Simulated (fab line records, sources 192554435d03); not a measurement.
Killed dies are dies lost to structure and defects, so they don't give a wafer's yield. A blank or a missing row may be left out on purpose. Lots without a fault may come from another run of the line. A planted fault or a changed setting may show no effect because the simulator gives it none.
Which tool did it? | flow n5_finfet | 21 lots, 63 wafers sampled, at 4 steps of a route of 1938

WHAT THE GAUGES READ, wafer by wafer
N5_BEOL_M10_THK_MEAS_53: measures by xrf. Usual: M10_THK 143 nm, standard deviation 4.3.
lot  | measured     | on            | M10_THK (nm) | flag
L074 | day 10 08:12 | film_metro-02 | 148 138 146  |
L075 | day 10 08:30 | film_metro-02 | 142 143 143  |
L076 | day 10 22:05 | film_metro-01 | 140 149 140  |
L078 | day 10 23:05 | film_metro-02 | 149 140 151  |
L077 | day 11 04:17 | film_metro-02 | 143 149 138  |
L079 | day 11 08:08 | film_metro-02 | 150 137 149  |
L080 | day 11 07:32 | film_metro-02 | 143 145 137  |
L081 | day 11 11:41 | film_metro-01 | 142 146 148  |
L083 | day 12 07:34 | film_metro-01 | 150 138 137  |
L082 | day 12 07:39 | film_metro-02 | 144 141 140  |
L084 | day 12 08:07 | film_metro-02 | 142 142 140  |
L086 | day 12 14:22 | film_metro-01 | 146 135 145  |
L087 | day 13 10:40 | film_metro-02 | 143 142 141  |
L089 | day 13 10:39 | film_metro-01 | 146 144 130  |
L088 | day 13 19:42 | film_metro-01 | 139 149 143  |
L091 | day 14 04:46 | film_metro-01 | 149 147 148  |
L090 | day 14 04:22 | film_metro-01 | 142 142 130  |
L093 | day 14 17:59 | film_metro-02 | 146 145 140  |
L095 | day 15 02:34 | film_metro-02 | 141 140 138  |
L094 | day 15 06:56 | film_metro-02 | 139 150 142  |
L096 | day 15 12:16 | film_metro-01 | 134 148 145  |

WHICH TOOL RAN EACH LOT (tool, then ch and the chambers of the sampled wafers, then the start)
lot  | N5_BEOL_M10_DESCUM_16              | N5_BEOL_M10_STRIP_67               | N5_BEOL_M10_SURFACE_TREAT_76
L074 | rie_diel-01 ch 0,2,3, day 10 02:22 | rie_diel-01 ch 0,2,3, day 10 02:36 | pvd_sputter-01, day 10 06:38
L075 | rie_diel-04 ch 2,3, day 10 02:30   | rie_diel-04 ch 2,3, day 10 02:44   | pvd_sputter-01, day 10 07:12
L076 | rie_diel-05 ch 0,2, day 10 15:46   | rie_diel-05 ch 0,2, day 10 16:00   | pvd_sputter-03, day 10 20:39
L078 | rie_diel-05 ch 0,2,3, day 10 16:04 | rie_diel-05 ch 0,2,3, day 10 16:17 | pvd_sputter-02, day 10 21:44
L077 | rie_diel-04 ch 0,2,3, day 10 23:34 | rie_diel-04 ch 0,2,3, day 10 23:47 | pvd_sputter-03, day 11 02:53
L079 | rie_diel-04 ch 0,3, day 11 02:48   | rie_diel-04 ch 0,3, day 11 03:02   | pvd_sputter-03, day 11 07:05
L080 | rie_diel-05 ch 1,2,3, day 11 02:58 | rie_diel-05 ch 1,2,3, day 11 03:12 | pvd_sputter-03, day 11 06:26
L081 | rie_diel-01 ch 0,1,3, day 11 06:48 | rie_diel-01 ch 0,1,3, day 11 07:02 | pvd_sputter-02, day 11 10:39
L083 | rie_diel-05 ch 2,3, day 12 02:32   | rie_diel-05 ch 2,3, day 12 02:46   | pvd_sputter-01, day 12 06:25
L082 | rie_diel-04 ch 0,1,3, day 12 02:41 | rie_diel-04 ch 0,1,3, day 12 02:55 | pvd_sputter-01, day 12 06:23
L084 | rie_diel-05 ch 1,2,3, day 12 02:51 | rie_diel-05 ch 1,2,3, day 12 03:05 | pvd_sputter-01, day 12 07:06
L086 | rie_diel-01 ch 0,3, day 12 09:23   | rie_diel-01 ch 0,3, day 12 09:37   | pvd_sputter-01, day 12 12:46
L087 | rie_diel-04 ch 1,2,3, day 13 03:45 | rie_diel-04 ch 1,2,3, day 13 03:59 | pvd_sputter-01, day 13 08:57
L089 | rie_diel-05 ch 1,2,3, day 13 03:55 | rie_diel-05 ch 1,2,3, day 13 04:08 | pvd_sputter-01, day 13 08:52
L088 | rie_diel-01 ch 0,1,3, day 13 14:02 | rie_diel-01 ch 0,1,3, day 13 14:16 | pvd_sputter-02, day 13 18:40
L091 | rie_diel-04 ch 0,1,2, day 13 22:34 | rie_diel-04 ch 0,1,2, day 13 22:47 | pvd_sputter-01, day 14 02:53
L090 | rie_diel-04 ch 0,1,3, day 13 23:06 | rie_diel-04 ch 0,1,3, day 13 23:20 | pvd_sputter-03, day 14 02:40
L093 | rie_diel-05 ch 0,1,3, day 14 11:07 | rie_diel-05 ch 0,1,3, day 14 11:21 | pvd_sputter-02, day 14 16:56
L095 | rie_diel-05 ch 0,1,2, day 14 22:23 | rie_diel-05 ch 0,1,2, day 14 22:37 | pvd_sputter-03, day 15 01:29
L094 | rie_diel-01 ch 1,3, day 15 02:39   | rie_diel-01 ch 1,3, day 15 02:53   | pvd_sputter-02, day 15 05:29
L096 | rie_diel-01 ch 0,1, day 15 08:41   | rie_diel-01 ch 0,1, day 15 08:55   | pvd_sputter-01, day 15 11:09
- N5_BEOL_M10_DESCUM_16: chemistry O2, time 7.9 s.
- N5_BEOL_M10_STRIP_67: strips in CF4.
- N5_BEOL_M10_SURFACE_TREAT_76

WHAT THE TOOLS THEMSELVES READ (means of the sampled wafers that have a number; where no wafer has one, the mark that the record gives instead)
N5_BEOL_M10_DESCUM_16. Usual: chamber_pressure_mTorr 20.001 mTorr, standard deviation 0.018; drypump_motor_current_A 5.7 A, standard deviation 0.52; oes_product_au 0.81 a.u., standard deviation 0.072; rf_vpp_V 242.7 V, standard deviation 1.1; showerhead_plenum_p_Torr 2.06 Torr, standard deviation 0.042; throttle_valve_pct 20.49 %, standard deviation 0.23.
lot  | tool        | chamber_pressure_mTorr (mTorr) | drypump_motor_current_A (A) | oes_product_au (a.u.) | rf_vpp_V (V) | showerhead_plenum_p_Torr (Torr) | throttle_valve_pct (%) | flag
L074 | rie_diel-01 | 19.988                         | 5.9                         | 0.77                  | 243.1        | 2.12                            | 20.47                  |
L075 | rie_diel-04 | 19.987                         | 5.6                         | 0.90                  | 242.2        | 2.06                            | 20.25                  |
L076 | rie_diel-05 | 19.998                         | 5.6                         | 0.80                  | 242.4        | 2.03                            | 20.51                  |
L078 | rie_diel-05 | 20.004                         | 5.6                         | 0.83                  | 243.0        | 2.04                            | 20.49                  |
L077 | rie_diel-04 | 20.009                         | 5.8                         | 0.84                  | 241.9        | 2.03                            | 20.26                  |
L079 | rie_diel-04 | 20.008                         | 5.9                         | 0.81                  | 242.8        | 2.01                            | 20.28                  |
L080 | rie_diel-05 | 20.004                         | 5.8                         | 0.81                  | 242.5        | 2.05                            | 20.57                  |
L081 | rie_diel-01 | 19.998                         | 6.0                         | 0.73                  | 243.0        | 2.08                            | 20.73                  |
L083 | rie_diel-05 | 20.011                         | 5.6                         | 0.83                  | 241.7        | 2.04                            | 20.48                  |
L082 | rie_diel-04 | 20.005                         | 5.8                         | 0.83                  | 242.7        | 2.05                            | 20.37                  |
L084 | rie_diel-05 | 20.008                         | 5.8                         | 0.80                  | 242.0        | 2.04                            | 20.57                  |
L086 | rie_diel-01 | 20.010                         | 6.1                         | 0.77                  | 243.8        | 2.09                            | 20.50                  |
L087 | rie_diel-04 | 20.007                         | 5.6                         | 0.86                  | 243.1        | 2.08                            | 20.36                  |
L089 | rie_diel-05 | 20.017                         | 5.8                         | 0.79                  | 242.1        | 2.04                            | 20.59                  |
L088 | rie_diel-01 | 20.017                         | 6.0                         | 0.82                  | 243.0        | 2.08                            | 20.62                  |
L091 | rie_diel-04 | 20.003                         | 5.6                         | 0.80                  | 241.9        | 2.05                            | 20.39                  |
L090 | rie_diel-04 | 20.001                         | 5.8                         | 0.80                  | 242.2        | 2.05                            | 20.39                  |
L093 | rie_diel-05 | 20.012                         | 5.3                         | 0.83                  | 242.3        | 2.03                            | 20.44                  |
L095 | rie_diel-05 | 20.010                         | 5.9                         | 0.77                  | 242.4        | 2.03                            | 20.66                  |
L094 | rie_diel-01 | 19.994                         | 5.9                         | 0.88                  | 243.1        | 2.07                            | 20.71                  |
L096 | rie_diel-01 | 20.013                         | 5.9                         | 0.85                  | 242.4        | 2.07                            | 20.75                  |

N5_BEOL_M10_STRIP_67. Usual: chamber_pressure_mTorr 50.00 mTorr, standard deviation 0.052; drypump_motor_current_A 5.7 A, standard deviation 0.52; oes_product_au 0.80 a.u., standard deviation 0.065; rf_vpp_V 270.4 V, standard deviation 1.2; showerhead_plenum_p_Torr 1.77 Torr, standard deviation 0.033; throttle_valve_pct 13.61 %, standard deviation 0.24.
lot  | tool        | chamber_pressure_mTorr (mTorr) | drypump_motor_current_A (A) | oes_product_au (a.u.) | rf_vpp_V (V) | showerhead_plenum_p_Torr (Torr) | throttle_valve_pct (%) | flag
L074 | rie_diel-01 | 49.98                          | 5.9                         | 0.77                  | 270.5        | 1.82                            | 13.70                  |
L075 | rie_diel-04 | 49.99                          | 5.6                         | 0.90                  | 270.3        | 1.75                            | 13.27                  |
L076 | rie_diel-05 | 50.01                          | 5.6                         | 0.79                  | 269.7        | 1.76                            | 13.64                  |
L078 | rie_diel-05 | 49.94                          | 5.6                         | 0.81                  | 270.7        | 1.77                            | 13.66                  |
L077 | rie_diel-04 | 49.96                          | 5.7                         | 0.85                  | 270.9        | 1.75                            | 13.39                  |
L079 | rie_diel-04 | 49.99                          | 5.9                         | 0.80                  | 269.5        | 1.74                            | 13.49                  |
L080 | rie_diel-05 | 49.97                          | 5.8                         | 0.81                  | 270.1        | 1.76                            | 13.69                  |
L081 | rie_diel-01 | 49.92                          | 6.0                         | 0.74                  | 270.3        | 1.79                            | 13.87                  |
L083 | rie_diel-05 | 50.00                          | 5.5                         | 0.82                  | 270.5        | 1.77                            | 13.70                  |
L082 | rie_diel-04 | 49.99                          | 5.8                         | 0.81                  | 269.9        | 1.76                            | 13.51                  |
L084 | rie_diel-05 | 49.96                          | 5.8                         | 0.80                  | 271.3        | 1.76                            | 13.70                  |
L086 | rie_diel-01 | 49.98                          | 6.1                         | 0.77                  | 271.3        | 1.81                            | 13.77                  |
L087 | rie_diel-04 | 50.04                          | 5.6                         | 0.84                  | 269.3        | 1.76                            | 13.42                  |
L089 | rie_diel-05 | 50.03                          | 5.8                         | 0.79                  | 270.1        | 1.76                            | 13.73                  |
L088 | rie_diel-01 | 50.00                          | 6.0                         | 0.82                  | 269.9        | 1.78                            | 13.72                  |
L091 | rie_diel-04 | 49.98                          | 5.5                         | 0.80                  | 270.9        | 1.75                            | 13.51                  |
L090 | rie_diel-04 | 50.00                          | 5.8                         | 0.79                  | 270.3        | 1.76                            | 13.55                  |
L093 | rie_diel-05 | 50.03                          | 5.3                         | 0.81                  | 270.3        | 1.74                            | 13.54                  |
L095 | rie_diel-05 | 50.04                          | 5.9                         | 0.76                  | 269.3        | 1.75                            | 13.74                  |
L094 | rie_diel-01 | 50.05                          | 5.8                         | 0.86                  | 270.3        | 1.75                            | 13.66                  |
L096 | rie_diel-01 | 50.01                          | 5.9                         | 0.85                  | 270.7        | 1.76                            | 13.67                  |

THE ANSWER, worked out from the rows above alone
Rule: a lot is off if the mean of its wafers that have a number lies more than 3 standard deviations from the usual mean. A lot without any number at a reading at which 4 lots or more have one is off too. The other lots that the step has rows for count as sound. The gauges are gone through in route order, then the tools' own readings, and for those a lot's mean is taken as printed above. The first step at which some lot is off is used, and at that step the reading that is off furthest; a lot without a number counts as furthest.
No lot is off at any reading shown: from this, nothing can be told.

WHAT THE SIMULATOR HAD PUT IN
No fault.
